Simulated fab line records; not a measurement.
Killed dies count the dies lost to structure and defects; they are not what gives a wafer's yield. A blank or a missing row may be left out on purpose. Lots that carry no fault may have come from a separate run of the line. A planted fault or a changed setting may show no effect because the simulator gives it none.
fab line records | flow nand-harc
[record] lots = 13 wafers = 39 last-day = 33
route steps=1302 shown P_ZERO_WELL@34 P_STI@83 END@1302
lots untouched by any fault: they come from a run of this same line in which no faults occurred
start-h: the number of hours between the record's first day and the start of the first shown wafer of the lot | wait-h: hours elapsed since this lot's preceding step | " the same as in the row above | L1.1+2: a row that stands for several wafers | - no value, or no start given | * or withheld: withheld | < > ~ a bound
route shown NAME@n: a module of which the file shows steps, and the number in the route of the first | usual: mean/standard deviation taken from wafers without a fault | same: alike in all rows | chamber/n: place in a boat | sites: per-site readings | _std_site: the values' standard deviation | _edge_site: the outer-site mean with the inner-site mean subtracted | radius-mm: how far each site lies from the wafer's centre | mask NAME#n: copy n | behind: the most recent tool/chamber to have shaped the wafer | hold: cause of the lot's hold/its duration in hours/its outcome | device: names the non-switching transistor (n, p or np) | end of line: at the end of the route, the tests of the same wafers | a step with no rows: only its recipe | killed: dies that structure and defects cost at the first sort, which is not the same as the wafer's yield | map: a wafer's dies, marking killed ones x, the rest . and places with no die _
set.NAME: the setting the step ran with; set.NAME@STEP: the setting that earlier step ran with | model.NAME: the simulator's own value behind a step, which no gauge read
steps of the route over a sample of lots; a table a step, a row a wafer
services: from which hour (start-h, from the record's first day; less than 0 if before it) a tool's chamber was out of use, for how many hours, and why
[[steps]]
[step NHARC_P_ZERO_WELL_IMPLANT_58]
[recipe] energy-kev = 100 dose-cm2 = 2e+12 tilt-deg = 7
[usual] beam-energy-keV = 100.00/0.033 beam-on-s = 9.98/0.22
// columns lot.wafer tool chamber start-h wait-h beam-energy-keV beam-on-s
L848.1 implanter-01 0 33.27 0.1 100.01 9.96
L848.3 " 0 " " 99.97 10.33
L848.5 " 0 " " 99.95 9.97
L849.2 implanter-01 0 43.15 0.2 100.02 9.57
L849.4 " 0 " " 100.01 10.18
L849.5 " 0 " " 100.01 10.22
L850.2 implanter-01 0 53.15 0.1 99.98 9.98
L850.3 " 0 " " 100.01 10.34
L850.6 " 0 " " 99.97 10.11
L853.1 implanter-02 0 83.29 0.2 100.01 10.04
L853.4 " 0 " " 100.02 10.19
L853.6 " 0 " " 99.95 9.88
L855.2 implanter-01 0 103.20 0.1 99.95 10.14
L855.3 " 0 " " 99.98 10.01
L855.5 " 0 " " 99.97 10.03
L857.3 implanter-01 0 123.32 0.1 99.99 10.26
L857.4 " 0 " " 99.94 10.10
L857.5 " 0 " " 99.97 9.87
L860.3 implanter-01 0 153.57 0.1 99.97 9.96
L860.5 " 0 " " 99.97 10.01
L860.6 " 0 " " 100.02 9.66
L861.1 implanter-02 0 163.26 0.2 99.98 9.49
L861.4 " 0 " " 99.99 10.13
L861.5 " 0 " " 99.97 10.09
L864.2 implanter-02 0 193.50 0.2 100.03 9.98
L864.4 " 0 " " 99.99 9.91
L864.5 " 0 " " 99.99 9.82
L867.2 implanter-01 - 223.21 0.1 - -
L867.4 " - " " - -
L867.5 " - " " - -
L868.2 implanter-01 - 235.19 0.2 - -
L868.3 " - " " - -
L868.6 " - " " - -
L869.2 implanter-02 - 243.36 0.2 - -
L869.3 " - " " - -
L869.5 " - " " - -
L870.3 implanter-01 0 253.32 0.2 100.04 9.88
L870.5 " 0 " " 100.09 9.53
L870.6 " 0 " " 100.05 10.10
[step NHARC_P_ZERO_WELL_DESCUM_39]
[recipe] time-s = 3 o2-flow-sccm = 200 ar-flow-sccm = 0 bias-power-w = 0 chemistry = O2
[usual] drypump-motor-current-A = 5.6/0.62 oes-product-au = 1.002/0.0098 rf-vpp-V = 57.8/0.91 showerhead-plenum-p-Torr = 1.91/0.072 throttle-valve-pct = 11.310/0.0082
// columns lot.wafer tool chamber start-h wait-h drypump-motor-current-A oes-product-au rf-hours-counter-h rf-vpp-V showerhead-plenum-p-Torr throttle-valve-pct
L848.3 rie-diel-06 0 34.51 - 5.6 1.010 25 58.2 2.03 11.318
L848.1 " 1 " " 5.5 1.000 25 58.7 2.00 11.319
L848.5 " 0 " " 5.6 1.014 - 58.1 2.03 11.312
L849.4 rie-diel-05 1 44.28 - 4.8 1.020 62 57.7 1.86 11.303
L849.2 " 2 " " 6.3 0.997 51 57.5 1.88 11.301
L849.5 " 0 " " 5.3 0.989 - 58.4 1.92 11.289
L850.2 rie-diel-01 0 54.26 - 5.5 1.002 5 58.1 1.95 11.316
L850.3 " 1 " " 6.7 1.017 7 57.0 1.97 11.298
L850.6 " 0 " " 5.5 0.990 - 57.1 1.95 11.311
L853.1 rie-diel-05 2 84.34 - 6.3 0.991 6 56.5 1.88 11.307
L853.4 " 0 " " 5.2 1.000 8 59.3 1.91 11.321
L853.6 " 2 " " 6.3 1.007 - 57.9 1.88 11.311
L855.3 rie-diel-05 1 104.30 - 4.8 1.000 15 58.0 1.86 11.302
L855.2 " 0 " " 5.2 1.002 15 59.6 1.91 11.293
L855.5 " 1 " " 4.8 1.003 - 56.6 1.86 11.309
L857.3 rie-diel-06 2 124.39 - 5.0 1.004 58 57.8 1.92 11.310
L857.4 " 3 " " 6.5 1.012 59 59.0 1.81 11.320
L857.5 " 2 " " 5.0 1.005 - 58.5 1.92 11.313
L860.3 rie-diel-06 2 154.66 - 5.0 1.008 5 57.8 1.91 11.305
L860.6 " 0 " " 5.7 1.001 - 58.8 2.02 11.305
L860.5 " 1 " " 5.5 0.995 - 58.4 1.98 11.320
L861.4 rie-diel-05 2 164.40 - 6.3 0.994 33 59.2 1.87 11.311
L861.1 " 0 " " 5.2 1.006 32 59.0 1.90 11.320
L861.5 " 2 " " 6.3 1.000 - 58.1 1.87 11.310
L864.4 rie-diel-06 3 194.61 - 6.5 0.995 20 55.4 1.80 11.306
L864.2 " 1 " " 5.5 0.995 17 58.4 1.98 11.313
L864.5 " 2 " " 5.1 1.019 - 57.6 1.91 11.316
L867.2 rie-diel-01 2 224.31 - 5.7 0.992 5 57.5 1.92 11.302
L867.4 " 0 " " 5.5 0.988 4 58.2 1.93 11.299
L867.5 " 3 " " 4.9 0.989 - 58.0 1.83 11.302
L868.3 rie-diel-01 1 236.18 - 6.7 1.013 13 57.6 1.95 11.301
L868.2 " 3 " " 4.9 0.998 10 56.6 1.83 11.317
L868.6 " 0 " " 5.5 0.987 - 58.5 1.93 11.323
L869.2 rie-diel-06 1 244.49 - 5.5 1.010 38 58.6 1.97 11.306
L869.3 " 2 " " 5.0 1.028 41 58.6 1.90 11.319
L869.5 " 3 " " 6.5 1.008 - 56.6 1.79 11.307
L870.3 rie-diel-01 3 254.40 - 4.9 1.003 16 56.8 1.83 11.314
L870.5 " 2 " " 5.7 0.997 - 57.9 1.92 11.322
L870.6 " 3 " " 4.9 0.997 - 57.8 1.83 11.309
[step NHARC_P_STI_CD_MEAS_09]
[recipe] target-cd-nm = 200 landing-energy-ev = 500
[usual] cd-nm = 200.2/2.1
// columns lot.wafer tool chamber start-h wait-h cd-nm
L848.1 cd-sem-02 0 56.08 - 198.5
L848.3 " 0 " " 202.3
L848.5 " 0 " " 201.5
L849.2 cd-sem-02 0 63.51 - 198.6
L849.4 " 0 " " 197.3
L849.5 " 0 " " 201.6
L850.2 cd-sem-03 0 72.41 - 201.4
L850.3 " 0 " " 198.9
L850.6 " 0 " " 198.4
L853.1 cd-sem-03 0 102.77 - 195.5
L853.4 " 0 " " 198.3
L853.6 " 0 " " 199.8
L855.2 cd-sem-01 0 124.08 - 198.0
L855.3 " 0 " " 197.7
L855.5 " 0 " " 199.8
L857.3 cd-sem-03 0 145.52 - 198.1
L857.4 " 0 " " 198.2
L857.5 " 0 " " 195.8
L860.3 cd-sem-03 0 175.28 - 201.6
L860.5 " 0 " " 199.9
L860.6 " 0 " " 197.3
L861.1 cd-sem-01 0 184.47 - 203.2
L861.4 " 0 " " 202.6
L861.5 " 0 " " 201.8
L864.2 cd-sem-03 0 214.11 - 197.7
L864.4 " 0 " " 198.1
L864.5 " 0 " " 200.9
L870.3 cd-sem-03 0 274.89 - 202.3
L870.5 " 0 " " 204.9
L870.6 " 0 " " 201.9
[step NHARC_P_STI_CMP_21]
[recipe] t-overpolish-s = 20 target-thk-nm = 380.67
[usual] motor-current-A = 12.0/1.2 overpolish-run-s = 19.999/0.0093
// columns lot.wafer tool chamber start-h wait-h motor-current-A overpolish-run-s
L848.1 cmp-01 2 76.19 0.4 10.6 19.999
L848.3 " 0 " " 12.5 20.006
L848.5 " 2 " " 11.1 19.985
L849.2 cmp-01 2 81.62 0.4 11.3 20.014
L849.4 " 3 " " 11.0 19.985
L849.5 " 1 " " 12.7 19.986
L850.2 cmp-01 0 92.72 0.4 12.3 20.000
L850.3 " 2 " " 11.6 20.011
L850.6 " 3 " " 11.9 20.005
L853.1 cmp-01 2 122.97 0.4 11.1 19.985
L853.4 " 0 " " 11.9 20.006
L853.6 " 1 " " 13.2 20.003
L855.2 cmp-01 2 145.03 0.4 11.5 20.004
L855.3 " 1 " " 12.4 19.983
L855.5 " 2 " " 11.1 20.001
L857.4 cmp-02 2 164.48 0.4 12.8 19.999
L857.3 " 3 " " 12.2 19.992
L857.5 " 0 " " 11.0 19.995
L861.4 cmp-02 3 208.47 0.4 11.5 20.007
L861.1 " 0 " " 11.8 19.999
L861.5 " 1 " " 11.9 19.981
L860.3 cmp-01 3 208.49 0.4 12.4 19.995
L860.6 " 0 " " 12.3 19.999
L860.5 " 1 " " 12.3 19.996
L864.4 cmp-04 0 233.15 0.4 9.3 19.994
L864.2 " 1 " " 15.2 19.982
L864.5 " 3 " " 12.4 19.988
L870.3 cmp-04 3 293.46 0.4 13.1 20.012
L870.6 " 3 " " 12.2 20.001
L870.5 " 0 " " 9.4 19.993
[step NHARC_END_SORT_01]
[recipe] temp-c = 25
[usual] killed-at-array = 53/19 killed-at-other = 0.7/1.1 killed-at-periphery = 4.2/2.7 killed-dies = 58/18 killed-open = 3.1/1.9 killed-short = 2.5/1.6
[same] gross-dies = 677
// columns lot.wafer tool chamber start-h wait-h hold killed-at-array killed-at-other killed-at-periphery killed-dies killed-open killed-short
L848.1 prober-01 0 579.27 2.5 - 22 0 3 25 5 6
L848.3 prober-01 0 580.86 3.1 - 27 0 1 28 5 2
L848.5 prober-01 0 582.45 3.7 - 29 1 1 31 3 2
L849.2 prober-02 0 580.11 2.8 - 82 2 3 87 1 4
L849.4 prober-02 0 581.72 3.4 - 80 0 0 80 1 1
L849.5 prober-02 0 582.52 3.7 - 84 1 4 89 1 1
L850.2 prober-01 0 587.83 2.8 - 22 1 9 32 3 1
L850.3 prober-01 0 588.63 3.1 - 27 0 10 37 1 5
L850.6 prober-01 0 591.03 4.0 - 23 1 6 30 8 2
L853.1 prober-01 0 616.15 2.5 - 53 0 8 61 6 4
L853.4 prober-01 0 618.55 3.4 - 43 0 2 45 1 3
L853.6 prober-01 0 620.16 4.0 - 29 1 3 33 2 1
L855.2 prober-02 0 637.17 2.8 - 60 1 8 69 3 2
L855.3 prober-02 0 637.97 3.1 - 41 2 8 51 0 1
L855.5 prober-02 0 639.56 3.7 - 31 5 7 43 3 2
L857.3 prober-02 0 664.05 3.1 - 38 0 8 46 2 4
L857.4 prober-02 0 664.85 3.4 - 51 1 1 53 1 1
L857.5 prober-02 0 665.65 3.7 - 38 3 8 49 3 1
L861.1 prober-02 0 691.34 2.5 - 43 0 3 46 2 2
L861.4 prober-02 0 693.72 3.4 - 46 0 3 49 2 2
L861.5 prober-02 0 694.52 3.7 - 41 1 0 42 3 2
L860.3 prober-01 0 700.95 3.1 - 51 0 7 58 7 1
L860.5 prober-01 0 702.56 3.7 - 49 0 1 50 0 3
L860.6 prober-01 0 703.36 4.0 - 45 0 3 48 4 1
L864.2 prober-02 0 709.09 2.8 - 49 0 7 56 2 2
L864.4 prober-02 0 710.70 3.4 - 52 1 4 57 3 2
L864.5 prober-02 0 711.50 3.7 - 62 0 7 69 3 2
L868.2 prober-01 0 762.38 2.8 await-dispo/2.7h/scrap 67 0 610 677 3 4
L868.3 prober-01 0 763.19 3.1 await-dispo/2.7h/scrap 79 0 598 677 3 3
L868.6 prober-01 0 765.61 4.0 await-dispo/2.7h/scrap 80 0 597 677 2 8
L867.2 prober-02 0 771.99 2.8 await-dispo/2.1h/scrap 30 1 646 677 1 1
L867.4 prober-02 0 773.59 3.4 await-dispo/2.1h/scrap 34 1 642 677 3 2
L867.5 prober-02 0 774.38 3.7 await-dispo/2.1h/scrap 31 1 645 677 5 2
L869.2 prober-01 0 779.79 2.8 await-dispo/2.5h/scrap 57 1 619 677 0 4
L869.3 prober-01 0 780.57 3.1 await-dispo/2.5h/scrap 40 4 633 677 1 1
L869.5 prober-01 0 782.14 3.6 await-dispo/2.5h/scrap 40 3 634 677 6 1
L870.3 prober-02 0 794.09 3.1 - 88 1 2 91 3 4
L870.5 prober-02 0 795.70 3.7 - 54 2 3 59 4 2
L870.6 prober-02 0 796.50 4.0 - 73 2 1 76 1 6
// killed by level:class
L848.1 A_CHANNEL_HOLE_D2:chamber-film-flake=7 A_SGD_CUT:chamber-film-flake=4 A_SOURCE_PLATE:geometric-particle:open=2 A_CHANNEL_FILL_D2:geometric-particle:short=2 A_M0:geometric-particle:short=2 A_CHANNEL_HOLE_D1:chamber-film-flake=2 P_CONTACT:geometric-particle:short=1 P_M0:geometric-particle:open=1
L849.2 A_CHANNEL_HOLE_D2:chamber-film-flake=27 A_SLIT:chamber-film-flake=26 A_CHANNEL_HOLE_D1:chamber-film-flake=21 A_STAIRCASE:chamber-film-flake=3 STARTING-WAFER:geometric-particle:short=2 A_CONTACT:chamber-film-flake=2 A_CHANNEL_FILL_D1:geometric-particle:short=1 A_CHANNEL_HOLE_D2:geometric-particle:short=1
L848.3 A_SGD_CUT:chamber-film-flake=5 A_CHANNEL_HOLE_D2:chamber-film-flake=4 A_STAIRCASE:chamber-film-flake=4 A_CONTACT:chamber-film-flake=3 A_CHANNEL_FILL_D1:geometric-particle:open=2 A_M0:geometric-particle:open=2 A_CHANNEL_HOLE_D1:chamber-film-flake=2 A_CHANNEL_FILL_D1:geometric-particle:short=1
L849.4 A_CHANNEL_HOLE_D1:chamber-film-flake=26 A_SLIT:chamber-film-flake=24 A_CHANNEL_HOLE_D2:chamber-film-flake=22 A_CONTACT:chamber-film-flake=3 A_WL_FILL:chamber-film-flake=2 A_WL_FILL:geometric-particle:short=1 A_CONTACT:geometric-particle:open=1 A_STAIRCASE:chamber-film-flake=1
L848.5 A_SGD_CUT:chamber-film-flake=6 A_CONTACT:chamber-film-flake=6 A_CHANNEL_HOLE_D2:chamber-film-flake=5 A_STAIRCASE:chamber-film-flake=4 A_ZERO_WELL:chamber-film-flake=2 A_CHANNEL_FILL_D1:geometric-particle:open=1 A_ONON_D2:geometric-particle:open=1 A_ONON_D2:geometric-particle:short=1
L849.5 A_SLIT:chamber-film-flake=28 A_CHANNEL_HOLE_D2:chamber-film-flake=27 A_CHANNEL_HOLE_D1:chamber-film-flake=21 A_STAIRCASE:chamber-film-flake=5 P_BONDPAD:chamber-film-flake=2 P_M0:geometric-particle:open=1 A_ONON_D1:geometric-particle:short=1 P_ZERO_WELL:chamber-film-flake=1
L850.2 P_GATE:chamber-film-flake=7 A_CHANNEL_HOLE_D2:chamber-film-flake=6 A_CONTACT:chamber-film-flake=5 A_CHANNEL_HOLE_D1:chamber-film-flake=3 A_STAIRCASE:chamber-film-flake=2 A_WL_FILL:chamber-film-flake=2 A_ONON_D1:geometric-particle:short=1 A_WL_FILL:geometric-particle:open=1
L850.3 A_CHANNEL_HOLE_D2:chamber-film-flake=10 P_GATE:chamber-film-flake=9 A_CHANNEL_HOLE_D1:chamber-film-flake=4 A_STAIRCASE:chamber-film-flake=3 A_CHANNEL_HOLE_D2:geometric-particle:short=2 A_ONON_D2:geometric-particle:open=1 A_CHANNEL_FILL_D2:geometric-particle:short=1 A_STAIRCASE:geometric-particle:short=1
L850.6 A_CHANNEL_HOLE_D2:chamber-film-flake=8 P_GATE:chamber-film-flake=4 A_CONTACT:chamber-film-flake=4 A_DECK1_JOINT:geometric-particle:open=2 A_CONTACT:geometric-particle:open=2 A_CHANNEL_HOLE_D1:chamber-film-flake=2 P_M0:geometric-particle:open=1 A_DECK1_JOINT:geometric-particle:short=1
L853.1 A_CHANNEL_HOLE_D2:chamber-film-flake=31 P_GATE:chamber-film-flake=5 A_CHANNEL_HOLE_D1:chamber-film-flake=4 A_STAIRCASE:chamber-film-flake=4 A_CHANNEL_FILL_D1:chamber-film-flake=3 A_ONON_D1:geometric-particle:open=2 A_ONON_D2:geometric-particle:short=2 A_WL_FILL:chamber-film-flake=2
L853.4 A_CHANNEL_HOLE_D2:chamber-film-flake=26 A_CHANNEL_HOLE_D1:chamber-film-flake=5 A_CONTACT:chamber-film-flake=3 A_WL_FILL:chamber-film-flake=2 A_CHANNEL_FILL_D1:geometric-particle:open=1 A_CHANNEL_HOLE_D2:geometric-particle:short=1 A_SGD_CUT:geometric-particle:short=1 A_M0:geometric-particle:short=1
L853.6 A_CHANNEL_HOLE_D2:chamber-film-flake=17 A_CONTACT:chamber-film-flake=4 P_GATE:chamber-film-flake=3 A_CHANNEL_HOLE_D1:chamber-film-flake=3 A_ONON_D1:geometric-particle:short=1 A_CHANNEL_HOLE_D2:geometric-particle:open=1 A_WL_FILL:geometric-particle:open=1 A_STAIRCASE:chamber-film-flake=1
L855.2 A_CHANNEL_HOLE_D1:chamber-film-flake=35 A_CHANNEL_HOLE_D2:chamber-film-flake=12 A_CONTACT:chamber-film-flake=6 P_GATE:chamber-film-flake=3 A_SLIT:chamber-film-flake=2 A_WL_FILL:chamber-film-flake=2 P_CONTACT:geometric-particle:open=1 P_M0:geometric-particle:short=1
L855.3 A_CHANNEL_HOLE_D1:chamber-film-flake=21 A_CHANNEL_HOLE_D2:chamber-film-flake=11 P_GATE:chamber-film-flake=4 A_DECK1_JOINT:chamber-film-flake=3 P_ZERO_WELL:chamber-film-flake=2 A_SLIT:chamber-film-flake=2 A_CONTACT:chamber-film-flake=2 THIN_TSV:chamber-film-flake=2
L855.5 A_CHANNEL_HOLE_D1:chamber-film-flake=16 A_CHANNEL_HOLE_D2:chamber-film-flake=9 P_GATE:chamber-film-flake=5 THIN_TSV:chamber-film-flake=5 A_CONTACT:chamber-film-flake=3 P_GATE:geometric-particle:short=1 P_CONTACT:geometric-particle:open=1 A_SOURCE_PLATE:geometric-particle:open=1
L857.3 A_CHANNEL_HOLE_D1:chamber-film-flake=18 A_STAIRCASE:chamber-film-flake=6 P_M1:chamber-film-flake=6 A_CONTACT:chamber-film-flake=3 A_ONON_D2:geometric-particle:short=2 A_CHANNEL_HOLE_D2:chamber-film-flake=2 A_DECK1_JOINT:chamber-film-flake=2 P_M0:geometric-particle:open=1
L857.4 A_CHANNEL_HOLE_D1:chamber-film-flake=34 A_CONTACT:chamber-film-flake=4 A_BONDPAD:chamber-film-flake=3 A_CHANNEL_FILL_D2:chamber-film-flake=2 A_STAIRCASE:chamber-film-flake=2 A_CHANNEL_HOLE_D2:geometric-particle:open=1 A_WL_FILL:geometric-particle:short=1 P_M1:chamber-film-flake=1
L857.5 A_CHANNEL_HOLE_D1:chamber-film-flake=26 P_M1:chamber-film-flake=6 A_STAIRCASE:chamber-film-flake=4 THIN_TSV:chamber-film-flake=3 A_M0:geometric-particle:open=2 P_CONTACT:chamber-film-flake=2 A_WL_FILL:chamber-film-flake=2 A_DECK1_JOINT:geometric-particle:short=1
L861.1 A_CHANNEL_HOLE_D1:chamber-film-flake=30 A_CONTACT:chamber-film-flake=7 P_GATE:geometric-particle:open=2 A_SLIT:chamber-film-flake=2 P_M0:geometric-particle:short=1 A_M0:geometric-particle:short=1 A_STAIRCASE:chamber-film-flake=1 A_DECK1_JOINT:chamber-film-flake=1
L861.4 A_CHANNEL_HOLE_D1:chamber-film-flake=30 A_CONTACT:chamber-film-flake=4 P_M2:chamber-film-flake=2 A_STAIRCASE:chamber-film-flake=2 A_WL_FILL:chamber-film-flake=2 A_DECK1_JOINT:geometric-particle:short=1 A_CHANNEL_FILL_D2:geometric-particle:open=1 A_WL_FILL:geometric-particle:short=1
L861.5 A_CHANNEL_HOLE_D1:chamber-film-flake=29 A_CONTACT:chamber-film-flake=3 A_SOURCE_PLATE:geometric-particle:open=1 A_CHANNEL_FILL_D2:geometric-particle:short=1 A_WL_FILL:geometric-particle:open=1 A_M0:geometric-particle:short=1 A_M1:geometric-particle:open=1 A_SLIT:chamber-film-flake=1
L860.3 A_CHANNEL_HOLE_D2:chamber-film-flake=25 A_CHANNEL_HOLE_D1:chamber-film-flake=10 A_SLIT:chamber-film-flake=6 P_M0:geometric-particle:open=2 P_STI:chamber-film-flake=2 A_M0:geometric-particle:open=2 A_CONTACT:chamber-film-flake=2 A_M0:chamber-film-flake=2
L860.5 A_CHANNEL_HOLE_D2:chamber-film-flake=25 A_CHANNEL_HOLE_D1:chamber-film-flake=12 A_SLIT:chamber-film-flake=3 A_ONON_D1:geometric-particle:short=2 A_CONTACT:chamber-film-flake=2 A_DECK1_JOINT:geometric-particle:short=1 P_STI:chamber-film-flake=1 A_DECK1_JOINT:chamber-film-flake=1
L860.6 A_CHANNEL_HOLE_D2:chamber-film-flake=22 A_CHANNEL_HOLE_D1:chamber-film-flake=8 A_M0:chamber-film-flake=3 A_CHANNEL_FILL_D2:geometric-particle:open=2 P_STI:chamber-film-flake=2 A_STAIRCASE:chamber-film-flake=2 A_SLIT:chamber-film-flake=2 A_WL_FILL:chamber-film-flake=2
L864.2 A_CHANNEL_HOLE_D1:chamber-film-flake=22 A_CHANNEL_HOLE_D2:chamber-film-flake=22 P_CONTACT:chamber-film-flake=3 A_ONON_D2:geometric-particle:open=2 P_M1:chamber-film-flake=2 P_CONTACT:geometric-particle:short=1 A_ONON_D1:geometric-particle:short=1 P_GATE:chamber-film-flake=1
L864.4 A_CHANNEL_HOLE_D1:chamber-film-flake=23 A_CHANNEL_HOLE_D2:chamber-film-flake=18 A_CONTACT:chamber-film-flake=3 P_GATE:chamber-film-flake=2 A_M0:chamber-film-flake=2 A_ONON_D1:geometric-particle:short=1 A_CHANNEL_FILL_D1:geometric-particle:open=1 A_WL_FILL:geometric-particle:open=1
L864.5 A_CHANNEL_HOLE_D1:chamber-film-flake=26 A_CHANNEL_HOLE_D2:chamber-film-flake=22 P_CONTACT:chamber-film-flake=3 A_SLIT:chamber-film-flake=3 A_CONTACT:chamber-film-flake=3 P_M0:geometric-particle:open=1 A_CHANNEL_HOLE_D1:geometric-particle:open=1 A_ONON_D2:geometric-particle:open=1
L868.2 P_ZERO_WELL:area-implant=606 A_CHANNEL_HOLE_D2:chamber-film-flake=20 A_SLIT:chamber-film-flake=20 A_CHANNEL_HOLE_D1:chamber-film-flake=12 A_STAIRCASE:chamber-film-flake=5 A_CONTACT:chamber-film-flake=3 P_GATE:chamber-film-flake=2 P_M1:geometric-particle:open=1
L868.3 P_ZERO_WELL:area-implant=595 A_CHANNEL_HOLE_D2:chamber-film-flake=31 A_SLIT:chamber-film-flake=22 A_CHANNEL_HOLE_D1:chamber-film-flake=14 P_ZERO_WELL:chamber-film-flake=2 A_CHANNEL_FILL_D2:chamber-film-flake=2 A_STAIRCASE:chamber-film-flake=2 A_CONTACT:chamber-film-flake=2
L868.6 P_ZERO_WELL:area-implant=593 A_SLIT:chamber-film-flake=41 A_CHANNEL_HOLE_D2:chamber-film-flake=14 A_CHANNEL_HOLE_D1:chamber-film-flake=8 A_CONTACT:chamber-film-flake=4 A_ONON_D1:geometric-particle:short=3 A_STAIRCASE:chamber-film-flake=3 A_CHANNEL_FILL_D2:geometric-particle:short=2
L867.2 P_ZERO_WELL:area-implant=639 A_CHANNEL_HOLE_D1:chamber-film-flake=15 P_BONDPAD:chamber-film-flake=5 A_CONTACT:chamber-film-flake=5 A_SLIT:chamber-film-flake=4 A_CHANNEL_FILL_D2:chamber-film-flake=2 P_M2:geometric-particle:short=1 A_STAIRCASE:geometric-particle:open=1
L867.4 P_ZERO_WELL:area-implant=639 A_CHANNEL_HOLE_D1:chamber-film-flake=15 A_SLIT:chamber-film-flake=5 A_CONTACT:chamber-film-flake=5 A_CHANNEL_FILL_D2:chamber-film-flake=2 A_STAIRCASE:chamber-film-flake=2 P_STI:geometric-particle:open=1 A_DECK1_JOINT:geometric-particle:short=1
L867.5 P_ZERO_WELL:area-implant=636 A_CHANNEL_HOLE_D1:chamber-film-flake=10 P_BONDPAD:chamber-film-flake=6 A_CONTACT:chamber-film-flake=5 A_CHANNEL_FILL_D2:chamber-film-flake=4 A_SLIT:chamber-film-flake=3 A_SOURCE_PLATE:geometric-particle:open=1 A_CHANNEL_FILL_D2:geometric-particle:short=1
L869.2 P_ZERO_WELL:area-implant=615 A_CHANNEL_HOLE_D2:chamber-film-flake=31 A_SLIT:chamber-film-flake=13 A_CONTACT:chamber-film-flake=4 A_STAIRCASE:chamber-film-flake=3 P_ZERO_WELL:chamber-film-flake=2 P_GATE:chamber-film-flake=2 A_DECK1_JOINT:geometric-particle:short=1
L869.3 P_ZERO_WELL:area-implant=629 A_CHANNEL_HOLE_D2:chamber-film-flake=26 A_STAIRCASE:chamber-film-flake=5 A_SLIT:chamber-film-flake=5 A_CONTACT:chamber-film-flake=3 THIN_TSV:chamber-film-flake=3 P_ZERO_WELL:chamber-film-flake=2 A_DECK1_JOINT:geometric-particle:short=1
L869.5 P_ZERO_WELL:area-implant=631 A_CHANNEL_HOLE_D2:chamber-film-flake=23 A_SLIT:chamber-film-flake=4 P_GATE:chamber-film-flake=3 THIN_TSV:chamber-film-flake=3 A_M0:geometric-particle:open=2 A_CONTACT:chamber-film-flake=2 A_CHANNEL_HOLE_D1:geometric-particle:open=1
L870.3 A_SLIT:chamber-film-flake=32 A_CHANNEL_HOLE_D2:chamber-film-flake=30 A_CONTACT:chamber-film-flake=15 A_CHANNEL_HOLE_D1:chamber-film-flake=4 A_WL_FILL:chamber-film-flake=2 P_GATE:geometric-particle:short=1 P_M1:geometric-particle:open=1 A_ONON_D1:geometric-particle:open=1
L870.5 A_SLIT:chamber-film-flake=19 A_CHANNEL_HOLE_D2:chamber-film-flake=16 A_CONTACT:chamber-film-flake=10 A_CHANNEL_FILL_D1:geometric-particle:open=2 A_CHANNEL_FILL_D1:chamber-film-flake=2 THIN_TSV:chamber-film-flake=2 P_M1:geometric-particle:short=1 A_CHANNEL_FILL_D1:geometric-particle:short=1
L870.6 A_SLIT:chamber-film-flake=29 A_CHANNEL_HOLE_D2:chamber-film-flake=25 A_CONTACT:chamber-film-flake=10 A_CHANNEL_FILL_D1:geometric-particle:short=2 THIN_TSV:chamber-film-flake=2 P_M1:geometric-particle:open=1 A_CHANNEL_HOLE_D1:geometric-particle:short=1 A_ONON_D2:geometric-particle:short=1
[[services]]
// columns tool chamber start-h hours kind
cmp-04 - 13.00 4.0 pm
cmp-02 - 15.01 0.7 repair
cmp-04 - 19.95 1.1 repair
cmp-02 - 20.53 1.0 repair
rie-diel-01 - 27.26 9.0 pm
cmp-02 - 36.50 4.0 pm
rie-diel-06 0 40.20 6.9 repair
rie-diel-05 - 52.63 9.0 pm
rie-diel-06 0 66.69 34.7 repair
cmp-01 - 87.50 4.0 pm
rie-diel-06 - 130.25 9.0 pm
implanter-01 - 134.30 2.5 repair
rie-diel-01 2 136.15 1.5 repair
implanter-02 - 146.29 13.0 pm
cmp-01 - 185.50 4.0 pm
rie-diel-01 - 204.26 9.0 pm
rie-diel-01 2 228.94 4.3 repair
rie-diel-05 - 229.63 9.0 pm
cmp-01 - 231.14 6.7 repair
rie-diel-01 1 240.79 5.2 repair
rie-diel-05 2 262.13 13.8 repair
rie-diel-01 1 263.10 19.6 repair
rie-diel-05 - 279.15 0.6 repair
cmp-01 - 283.61 4.0 pm
[[key]]
[first-sign] step = NHARC_P_ZERO_WELL_IMPLANT_58 reading = tool-record direction = missing
[effect] step = NHARC_END_SORT_01 reading = killed-at-periphery direction = up sigmas = 99+ usual = 4.2 struck = 624.9
[more-kills-born-at] NHARC_P_ZERO_WELL_IMPLANT_58@implanter-01 = 3708 NHARC_P_ZERO_WELL_IMPLANT_58@implanter-02 = 1875
met-at NHARC_P_ZERO_WELL_IMPLANT_58
struck-lots L867,L868,L869
later-rows-left-out L867.2,L867.4,L867.5,L868.2,L868.3,L868.6,L869.2,L869.3,L869.5
tester-left-out L867,L868,L869
not-acting-at NHARC_P_ZERO_WELL_DESCUM_39,NHARC_P_STI_CD_MEAS_09,NHARC_P_STI_CMP_21
onset-between 193.50 223.21
[fault] kind = skipped-step-whole tool = implanter-01,implanter-02 chamber = - onset-h = 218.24 steps = NHARC_P_ZERO_WELL_IMPLANT_58 scope = struck-lots-only
// tester-left-out: of these lots the tester's yield and bins aren't shown, on N5 and GAA mostly nor the transistor test; their killed dies are dies lost to structure and defects alone, not to doping, threshold or leakage, so they don't give the yield
// later-rows-left-out: the simulator's readings of these wafers behind a module that went badly wrong aren't trusted and aren't shown, but for the sort
